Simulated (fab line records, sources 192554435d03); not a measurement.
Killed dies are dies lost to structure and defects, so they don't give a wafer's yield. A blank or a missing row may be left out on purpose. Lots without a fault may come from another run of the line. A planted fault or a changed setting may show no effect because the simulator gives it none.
fab line records | flow n5_finfet | part 1 of 2: steps 1 to 4 of 6
record lots=23 wafers=69 last_day=19
route steps=1938 shown BEOL_M5@1151 BEOL_M6@1208
lots that met no fault: from a run of the same line without faults
start_h: hours from the record's first day to the start of the lot's first wafer shown | wait_h: hours since the lot's step before | " the same as in the row above | L1.1+2: a row that stands for several wafers | - no value, or no start given | * or withheld: withheld | < > ~ a bound
route shown NAME@n: a module of which the file shows steps, and the number in the route of the first | usual: mean/standard deviation of fault-free wafers | same: alike in all rows | chamber/n: place in a boat | sites: the reading at each site | _std_site: their standard deviation | _edge_site: outer sites' mean less inner sites' | radius_mm: how far each site lies from the wafer's centre | mask NAME#n: copy n | behind: the tool/chamber that last shaped the wafer | hold: why the lot was held/for how many hours/how that ended | device: the transistor (n, p or np) that didn't switch | end of line: the same wafers' tests at the end of the route | a step without rows: its recipe alone | killed: dies lost to structure and defects at the first sort, not the wafer's yield | map: a wafer's dies, x killed, . not, _ none there
set.NAME: the setting as run; set.NAME@STEP: as run at that earlier step | model.NAME: the simulator's own value behind a step, which no gauge read
steps of the route over a sample of lots; a table a step, a row a wafer
services: from which hour (start_h, from the record's first day; less than 0 if before it) a tool's chamber was out of use, for how many hours, and why
## steps
# step N5_BEOL_M5_DESCUM_33
# recipe chemistry=O2 time_s=7 source_power_w=50 bias_power_w=20 pressure_mtorr=20 rf_frequency_hz=2.712e+07 temp_c=40 resist=CAR-EUV o2_flow_sccm=225
# usual chamber_pressure_mTorr=19.999/0.02 drypump_motor_current_A=6.1/0.48 oes_product_au=0.76/0.094 rf_vpp_V=242.9/1.4 showerhead_plenum_p_Torr=2.08/0.075 throttle_valve_pct=20.47/0.24
# columns lot.wafer tool chamber start_h wait_h chamber_pressure_mTorr drypump_motor_current_A oes_product_au rf_hours_counter_h rf_vpp_V showerhead_plenum_p_Torr throttle_valve_pct
L074.1 rie_diel-06 0 181.62 0.0 19.976 6.5 0.91 32 243.8 2.14 20.19
L074.2 " 1 " " 20.018 5.8 0.77 146 242.1 2.02 20.17
L074.6 " 3 " " 20.004 5.5 0.72 - 245.6 2.18 20.67
L075.2 rie_diel-06 1 194.25 0.5 20.022 5.8 0.75 149 242.7 2.01 20.18
L075.3 " 0 " " 20.005 6.4 0.89 36 243.2 2.14 20.19
L075.5 " 2 " " 20.004 6.7 0.69 - 240.2 1.99 20.67
L077.2 rie_diel-06 0 200.58 0.0 20.011 6.5 0.90 38 244.5 2.14 20.19
L077.3 " 1 " " 19.986 5.8 0.76 151 241.2 2.01 20.17
L077.5 " 3 " " 19.989 5.6 0.72 - 245.0 2.18 20.69
L076.3 rie_diel-05 0 200.98 0.3 20.037 6.0 0.93 11 245.1 2.14 19.94
L076.4 " 1 " " 19.992 5.7 0.70 210 242.0 1.98 20.61
L076.5 " 2 " " 20.000 6.7 0.72 - 242.3 2.08 20.46
L078.3 rie_diel-05 1 205.05 0.0 19.975 5.7 0.69 211 241.7 1.98 20.61
L078.4 " 0 " " 19.984 5.9 0.93 12 243.8 2.14 19.94
L078.6 " 0 " " 19.966 5.9 0.92 - 242.3 2.14 19.94
L079.1 rie_diel-02 3 208.33 0.3 19.988 6.5 0.78 118 241.5 2.02 20.66
L079.3 " 0 " " 19.981 6.6 0.73 159 245.0 2.09 20.73
L079.4 " 1 " " 19.939 5.7 0.70 181 244.7 2.17 20.48
L081.4 rie_diel-06 0 241.25 0.1 19.976 6.5 0.88 - 243.8 2.14 20.22
L081.5 " 2 " " 19.990 6.7 0.69 - 240.8 1.99 20.67
L081.6 " 3 " " 20.019 5.6 0.71 - 242.7 2.17 20.70
L082.1 rie_diel-02 3 241.35 0.0 20.010 6.5 0.77 128 242.8 2.01 20.68
L082.2 " 1 " " 20.016 5.7 0.70 191 244.2 2.17 20.51
L082.4 " 2 " " 20.004 5.9 0.68 234 242.3 2.06 20.49
L083.1 rie_diel-06 2 241.73 0.2 19.979 6.7 0.69 235 242.2 1.99 20.68
L083.4 " 3 " " 20.017 5.6 0.71 - 243.6 2.17 20.71
L083.5 " 2 " " 20.044 6.7 0.70 - 241.0 1.99 20.70
L080.3 rie_diel-05 0 247.48 0.0 20.000 6.0 0.88 27 244.8 2.13 19.96
L080.4 " 1 " " 20.004 5.7 0.68 224 241.4 1.97 20.64
L080.5 " 0 " " 20.004 5.9 0.89 - 243.7 2.13 19.95
L084.4 rie_diel-02 3 249.63 0.0 19.944 6.6 0.76 - 241.5 2.01 20.68
L084.5 " 1 " " 19.991 5.7 0.69 - 244.8 2.17 20.49
L084.6 " 2 " " 20.016 5.8 0.68 - 241.5 2.06 20.50
L085.1 rie_diel-05 1 250.17 0.0 19.987 5.7 0.69 224 240.5 1.97 20.63
L085.2 " 2 " " 20.004 6.8 0.69 250 242.6 2.07 20.45
L085.6 " 1 " " 19.998 5.7 0.68 - 243.1 1.97 20.62
L086.2 rie_diel-06 3 267.28 0.1 19.994 5.6 0.70 193 245.4 2.17 20.71
L086.3 " 1 " " 20.020 5.8 0.75 167 241.2 2.01 20.21
L086.4 " 0 " " 20.001 6.4 0.88 57 244.9 2.13 20.23
L090.1 rie_diel-02 1 270.60 0.0 19.994 5.7 0.69 200 245.0 2.17 20.50
L090.2 " 2 " " 19.990 5.9 0.67 242 241.3 2.05 20.49
L090.4 " 3 " " 19.973 6.5 0.76 138 241.1 2.01 20.68
L087.2 rie_diel-02 3 287.64 0.1 20.005 6.6 0.76 142 242.9 2.01 20.71
L087.3 " 0 " " 19.981 6.5 0.72 180 242.6 2.08 20.75
L087.4 " 1 " " 19.971 5.7 0.70 205 243.6 2.16 20.52
L088.1 rie_diel-05 3 293.74 0.0 19.998 5.2 0.71 231 242.7 2.07 20.51
L088.3 " 0 " " 20.029 6.0 0.86 42 243.7 2.13 19.97
L088.5 " 1 " " 20.010 5.7 0.68 - 241.7 1.97 20.66
L089.2 rie_diel-02 0 296.68 0.0 19.974 6.5 0.71 183 240.4 2.08 20.77
L089.4 " 3 " " 19.981 6.5 0.76 145 242.6 2.01 20.70
L089.5 " 0 " " 19.992 6.5 0.72 - 243.8 2.08 20.78
L091.2 rie_diel-05 3 296.87 0.1 20.003 5.2 0.70 232 241.5 2.07 20.50
L091.4 " 1 " " 19.980 5.7 0.68 239 241.3 1.97 20.64
L091.5 " 1 " " 20.031 5.7 0.67 - 241.0 1.97 20.66
L092.1 rie_diel-06 3 318.46 0.3 20.028 5.6 0.70 206 243.4 2.17 20.73
L092.2 " 0 " " 19.996 6.4 0.86 71 243.3 2.13 20.25
L092.3 " 2 " " 20.004 6.7 1.01 1 245.6 2.25 20.41
L094.2 rie_diel-02 2 333.93 0.1 20.017 5.8 0.98 3 242.2 2.05 20.19
L094.3 " 0 " " 19.985 6.5 0.70 196 244.8 2.08 20.78
L094.4 " 3 " " 19.986 6.5 0.73 157 242.3 2.00 20.71
L093.1 rie_diel-05 0 338.28 0.0 19.995 5.9 0.84 55 243.9 2.12 19.99
L093.2 " 3 " " 19.959 5.2 0.70 245 243.5 2.06 20.51
L093.4 " 2 " " 20.004 6.7 0.91 21 242.1 2.06 20.13
L095.3 rie_diel-06 2 345.49 0.0 19.995 6.7 0.96 8 244.8 2.24 20.43
L095.4 " 1 " " 19.989 5.8 0.73 187 241.1 2.00 20.23
L095.5 " 1 " " 19.999 5.8 0.74 - 242.1 2.00 20.23
L096.2 rie_diel-06 0 349.11 0.2 20.020 6.5 0.85 79 243.6 2.13 20.27
L096.3 " 3 " " 20.020 5.6 0.68 214 244.7 2.16 20.75
L096.5 " 1 " " 19.982 5.8 0.73 - 240.9 2.00 20.24
# step N5_BEOL_M5_ETCH_67
# recipe chemistry=CF4 target=SiARC target_depth_a=156 mask_material=CAR-EUV time_s=26 ion_energy_ev=80 pressure_mtorr=40 source_w=545 bias_w=36 Ar_flow_sccm=100 cf4_flow_sccm=100 ends=cleared
# usual chamber_pressure_mTorr=40.00/0.038 drypump_motor_current_A=6.1/0.48 etch_rf_on_time_s=26.1/0.85 oes_product_au=0.65/0.08 rf_vpp_V=183.9/1.2 showerhead_plenum_p_Torr=2.13/0.073 throttle_valve_pct=15.66/0.24
# columns lot.wafer tool chamber start_h wait_h chamber_pressure_mTorr drypump_motor_current_A etch_rf_on_time_s oes_product_au rf_hours_counter_h rf_vpp_V showerhead_plenum_p_Torr throttle_valve_pct
L074.1 rie_diel-06 0 181.67 0.0 40.00 6.5 25.6 0.77 32 185.0 2.19 15.35
L074.2 " 1 " " 40.04 5.8 27.0 0.64 146 183.0 2.06 15.34
L074.6 " 3 " " 40.01 5.6 25.4 0.63 - 185.7 2.23 15.81
L075.2 rie_diel-06 1 194.30 0.0 40.02 5.8 27.0 0.64 149 183.0 2.05 15.35
L075.3 " 0 " " 39.95 6.5 26.0 0.76 36 183.8 2.19 15.36
L075.5 " 2 " " 40.00 6.7 25.9 0.61 - 181.3 2.05 15.93
L077.2 rie_diel-06 0 200.63 0.0 40.05 6.5 26.0 0.75 38 183.4 2.19 15.35
L077.3 " 1 " " 40.02 5.8 26.7 0.64 151 183.3 2.05 15.36
L077.5 " 3 " " 40.00 5.6 25.2 0.62 - 186.5 2.23 15.83
L076.3 rie_diel-05 0 201.03 0.0 39.99 6.0 25.4 0.80 11 185.7 2.19 15.16
L076.4 " 1 " " 39.99 5.7 27.3 0.59 210 181.4 2.04 15.92
L076.5 " 2 " " 40.08 6.8 25.8 0.60 - 184.2 2.13 15.68
L078.3 rie_diel-05 1 205.10 0.0 39.98 5.7 27.3 0.60 211 183.7 2.04 15.94
L078.4 " 0 " " 39.98 6.0 25.7 0.78 12 183.9 2.19 15.17
L078.6 " 0 " " 40.01 6.0 25.7 0.79 - 185.8 2.19 15.16
L079.1 rie_diel-02 3 208.38 0.0 40.00 6.5 26.3 0.67 118 183.4 2.05 15.70
L079.3 " 0 " " 39.98 6.5 25.9 0.63 159 183.1 2.13 15.83
L079.4 " 1 " " 39.99 5.7 27.3 0.59 181 184.9 2.21 15.65
L081.4 rie_diel-06 0 241.30 0.0 39.98 6.5 25.7 0.74 - 184.3 2.19 15.40
L081.5 " 2 " " 39.99 6.7 25.8 0.60 - 184.0 2.04 15.94
L081.6 " 3 " " 39.94 5.5 25.2 0.61 - 185.0 2.22 15.84
L082.1 rie_diel-02 3 241.40 0.0 39.93 6.5 26.4 0.66 128 182.8 2.05 15.73
L082.2 " 1 " " 39.97 5.7 26.9 0.59 191 183.7 2.21 15.67
L082.4 " 2 " " 40.06 5.8 25.3 0.59 234 183.3 2.11 15.78
L083.1 rie_diel-06 2 241.78 0.0 40.02 6.7 26.0 0.60 235 182.4 2.04 15.94
L083.4 " 3 " " 40.05 5.6 25.6 0.62 - 184.7 2.22 15.84
L083.5 " 2 " " 39.99 6.7 26.0 0.60 - 183.1 2.04 15.94
L080.3 rie_diel-05 0 247.53 0.0 40.01 6.0 25.6 0.75 27 185.5 2.19 15.19
L080.4 " 1 " " 40.00 5.7 27.8 0.58 224 180.1 2.04 15.96
L080.5 " 0 " " 40.01 5.9 25.4 0.77 - 184.5 2.19 15.19
L084.4 rie_diel-02 3 249.67 0.0 40.06 6.5 26.1 0.66 - 183.0 2.05 15.75
L084.5 " 1 " " 39.99 5.7 26.9 0.59 - 184.7 2.21 15.68
L084.6 " 2 " " 40.00 5.8 25.1 0.59 - 181.9 2.11 15.79
L085.1 rie_diel-05 1 250.22 0.0 40.04 5.7 27.7 0.58 224 182.7 2.04 15.97
L085.2 " 2 " " 39.95 6.7 26.3 0.59 250 185.3 2.12 15.73
L085.6 " 1 " " 40.06 5.7 27.8 0.58 - 181.9 2.04 15.96
L086.2 rie_diel-06 3 267.33 0.0 39.99 5.6 25.1 0.62 193 184.4 2.22 15.86
L086.3 " 1 " " 39.93 5.8 26.9 0.63 167 184.1 2.05 15.37
L086.4 " 0 " " 40.00 6.4 25.5 0.74 57 184.4 2.18 15.40
L090.1 rie_diel-02 1 270.66 0.0 40.03 5.7 27.1 0.58 200 184.3 2.21 15.69
L090.2 " 2 " " 40.05 5.8 25.2 0.59 242 184.2 2.10 15.80
L090.4 " 3 " " 39.98 6.5 26.3 0.65 138 183.4 2.05 15.75
L087.2 rie_diel-02 3 287.69 0.0 40.05 6.5 26.0 0.65 142 181.6 2.05 15.75
L087.3 " 0 " " 39.97 6.5 25.7 0.62 180 184.4 2.12 15.87
L087.4 " 1 " " 40.00 5.7 27.0 0.58 205 185.2 2.20 15.71
L088.1 rie_diel-05 3 293.79 0.0 39.96 5.2 26.2 0.60 231 183.8 2.13 15.83
L088.3 " 0 " " 39.99 6.0 26.6 0.72 42 184.4 2.18 15.25
L088.5 " 1 " " 40.04 5.7 28.2 0.57 - 184.2 2.04 16.00
L089.2 rie_diel-02 0 296.73 0.0 40.06 6.6 26.0 0.61 183 183.4 2.12 15.88
L089.4 " 3 " " 39.98 6.6 26.2 0.65 145 181.0 2.05 15.77
L089.5 " 0 " " 40.02 6.6 25.7 0.62 - 183.1 2.12 15.85
L091.2 rie_diel-05 3 296.92 0.0 40.01 5.2 25.6 0.60 232 183.1 2.13 15.82
L091.4 " 1 " " 40.02 5.7 27.7 0.57 239 183.0 2.03 15.99
L091.5 " 1 " " 39.99 5.7 27.8 0.57 - 182.8 2.03 15.98
L092.1 rie_diel-06 3 318.51 0.0 39.97 5.5 25.3 0.60 206 183.1 2.21 15.90
L092.2 " 0 " " 40.03 6.5 25.5 0.72 71 184.0 2.18 15.43
L092.3 " 2 " " 39.94 6.7 25.2 0.86 1 185.9 2.29 15.52
L094.2 rie_diel-02 2 333.98 0.0 39.96 5.8 24.7 0.84 3 183.5 2.10 15.35
L094.3 " 0 " " 40.02 6.5 25.8 0.61 196 184.4 2.12 15.89
L094.4 " 3 " " 39.92 6.5 26.4 0.63 157 183.8 2.04 15.77
L093.1 rie_diel-05 0 338.33 0.0 40.00 5.9 25.7 0.72 55 184.5 2.18 15.25
L093.2 " 3 " " 40.03 5.2 25.9 0.60 245 183.6 2.13 15.85
L093.4 " 2 " " 40.04 6.7 25.6 0.76 21 185.2 2.11 15.28
L095.3 rie_diel-06 2 345.55 0.0 40.07 6.7 25.1 0.83 8 184.3 2.29 15.52
L095.4 " 1 " " 40.01 5.8 27.3 0.61 187 184.3 2.04 15.43
L095.5 " 1 " " 40.00 5.8 27.4 0.61 - 182.7 2.04 15.43
L096.2 rie_diel-06 0 349.16 0.0 39.96 6.5 25.7 0.71 79 184.4 2.18 15.44
L096.3 " 3 " " 39.95 5.6 25.4 0.60 214 185.6 2.21 15.90
L096.5 " 1 " " 40.04 5.8 27.4 0.61 - 182.5 2.04 15.42
# step N5_BEOL_M5_SPUTTER_81
# recipe material=Cu target_thk_a=150 temp_c=-20 chamber_pressure_pa=0.07 power_w=withheld time_s=27.62
# usual throttle_valve_pct=29.3/1.1
# columns lot.wafer tool chamber start_h wait_h throttle_valve_pct
L074.1 pvd_sputter-02 - 184.78 0.5 28.3
L074.2 " - " " 30.5
L074.6 " - " " 28.6
L075.2 pvd_sputter-02 - 198.01 0.5 28.5
L075.3 " - " " 30.4
L075.5 " - " " 28.4
L077.2 pvd_sputter-01 - 203.52 0.5 28.4
L077.3 " - " " 30.1
L077.5 " - " " 28.4
L076.3 pvd_sputter-03 - 204.92 0.5 29.5
L076.4 " - " " 28.9
L076.5 " - " " 29.9
L078.3 pvd_sputter-02 - 208.92 0.5 28.3
L078.4 " - " " 30.9
L078.6 " - " " 30.3
L079.1 pvd_sputter-03 - 211.60 0.5 30.1
L079.3 " - " " 30.0
L079.4 " - " " 28.9
L081.4 pvd_sputter-01 - 244.29 0.5 28.5
L081.5 " - " " 28.9
L081.6 " - " " 28.6
L082.1 pvd_sputter-02 - 245.65 0.5 30.0
L082.2 " - " " 28.6
L082.4 " - " " 26.6
L083.1 pvd_sputter-03 - 245.78 0.5 29.0
L083.4 " - " " 29.2
L083.5 " - " " 29.8
L080.3 pvd_sputter-03 - 250.46 0.5 30.0
L080.4 " - " " 29.6
L080.5 " - " " 30.0
L084.4 pvd_sputter-01 - 252.64 0.5 29.0
L084.5 " - " " 28.7
L084.6 " - " " 28.5
L085.1 pvd_sputter-03 - 254.89 0.5 29.5
L085.2 " - " " 28.9
L085.6 " - " " 30.1
L086.2 pvd_sputter-02 - 270.08 0.5 28.3
L086.3 " - " " 26.8
L086.4 " - " " 30.4
L090.1 pvd_sputter-01 - 273.42 0.5 29.0
L090.2 " - " " 30.1
L090.4 " - " " 28.7
L087.2 pvd_sputter-02 - 290.66 0.5 26.5
L087.3 " - " " 28.5
L087.4 " - " " 30.3
L088.1 pvd_sputter-03 - 298.28 0.6 29.0
L088.3 " - " " 30.2
L088.5 " - " " 28.8
L089.2 pvd_sputter-01 - 300.19 0.5 29.9
L089.4 " - " " 30.2
L089.5 " - " " 30.0
L091.2 pvd_sputter-03 - 302.72 0.5 30.0
L091.4 " - " " 30.0
L091.5 " - " " 30.2
L092.1 pvd_sputter-03 - 321.83 0.5 29.9
L092.2 " - " " 29.0
L092.3 " - " " 29.3
L094.2 pvd_sputter-03 - 336.93 0.5 29.6
L094.3 " - " " 29.2
L094.4 " - " " 29.9
L093.1 pvd_sputter-01 - 344.97 4.0 29.1
L093.2 " - " " 30.1
L093.4 " - " " 29.9
L095.3 pvd_sputter-02 - 350.05 0.5 30.6
L095.4 " - " " 30.4
L095.5 " - " " 28.5
L096.2 pvd_sputter-01 - 352.92 0.5 30.1
L096.3 " - " " 28.7
L096.5 " - " " 30.1
# step N5_BEOL_M6_OVL_MEAS_12
# recipe points_per_wafer=44
# usual M6_OVL=-0.1/0.81
# columns lot.wafer tool chamber start_h wait_h M6_OVL[nm]
L074.1 overlay-02 0 191.69 0.0 -0.4
L074.2 " 0 " " 0.1
L074.6 " 0 " " -1.2
L075.2 overlay-02 0 207.47 0.0 0.4
L075.3 " 0 " " 0.0
L075.5 " 0 " " 0.6
L077.2 overlay-02 0 209.25 0.0 -1.0
L077.3 " 0 " " 0.6
L077.5 " 0 " " 1.1
L076.3 overlay-01 0 211.19 0.0 -0.6
L076.4 " 0 " " 0.8
L076.5 " 0 " " -0.2
L078.3 overlay-02 0 215.79 0.0 0.5
L078.4 " 0 " " 1.2
L078.6 " 0 " " 0.1
L079.1 overlay-02 0 218.50 0.0 0.3
L079.3 " 0 " " -0.2
L079.4 " 0 " " -0.7
L081.4 overlay-01 0 250.51 0.0 0.2
L081.5 " 0 " " 0.3
L081.6 " 0 " " 0.7
L082.1 overlay-01 0 251.98 0.0 -0.8
L082.2 " 0 " " -0.1
L082.4 " 0 " " 0.7
L083.1 overlay-02 0 254.98 0.0 0.1
L083.4 " 0 " " -0.1
L083.5 " 0 " " -0.3
L080.3 overlay-01 0 256.78 0.0 0.0
L080.4 " 0 " " -1.0
L080.5 " 0 " " -0.1
L084.4 overlay-02 0 259.23 0.0 -0.2
L084.5 " 0 " " -0.8
L084.6 " 0 " " -0.2
L085.1 overlay-01 0 262.88 0.0 -0.5
L085.2 " 0 " " -1.0
L085.6 " 0 " " -0.2
L086.2 overlay-01 0 275.72 0.0 -0.8
L086.3 " 0 " " -0.4
L086.4 " 0 " " -1.1
L090.1 overlay-01 0 279.01 0.0 0.0
L090.2 " 0 " " -1.8
L090.4 " 0 " " -1.1
L087.2 overlay-01 0 297.89 0.0 1.7
L087.3 " 0 " " -0.5
L087.4 " 0 " " 1.6
L088.1 overlay-01 0 305.32 0.0 -0.6
L088.3 " 0 " " -0.3
L088.5 " 0 " " -0.1
L089.2 overlay-02 0 306.68 0.0 -0.7
L089.4 " 0 " " -0.6
L089.5 " 0 " " -0.7
L091.2 overlay-01 0 310.19 0.0 0.3
L091.4 " 0 " " 1.1
L091.5 " 0 " " -0.4
L092.1 overlay-01 0 329.18 0.0 0.1
L092.2 " 0 " " -0.2
L092.3 " 0 " " 0.2
L094.2 overlay-01 0 345.70 0.0 -0.2
L094.3 " 0 " " 0.7
L094.4 " 0 " " -0.1
L093.1 overlay-02 0 351.04 0.0 1.7
L093.2 " 0 " " 1.5
L093.4 " 0 " " -0.2
L095.3 overlay-02 0 357.68 0.0 -1.9
L095.4 " 0 " " -0.7
L095.5 " 0 " " -1.4
L096.2 overlay-02 0 358.92 0.0 -0.9
L096.3 " 0 " " -0.1
L096.5 " 0 " " -1.8
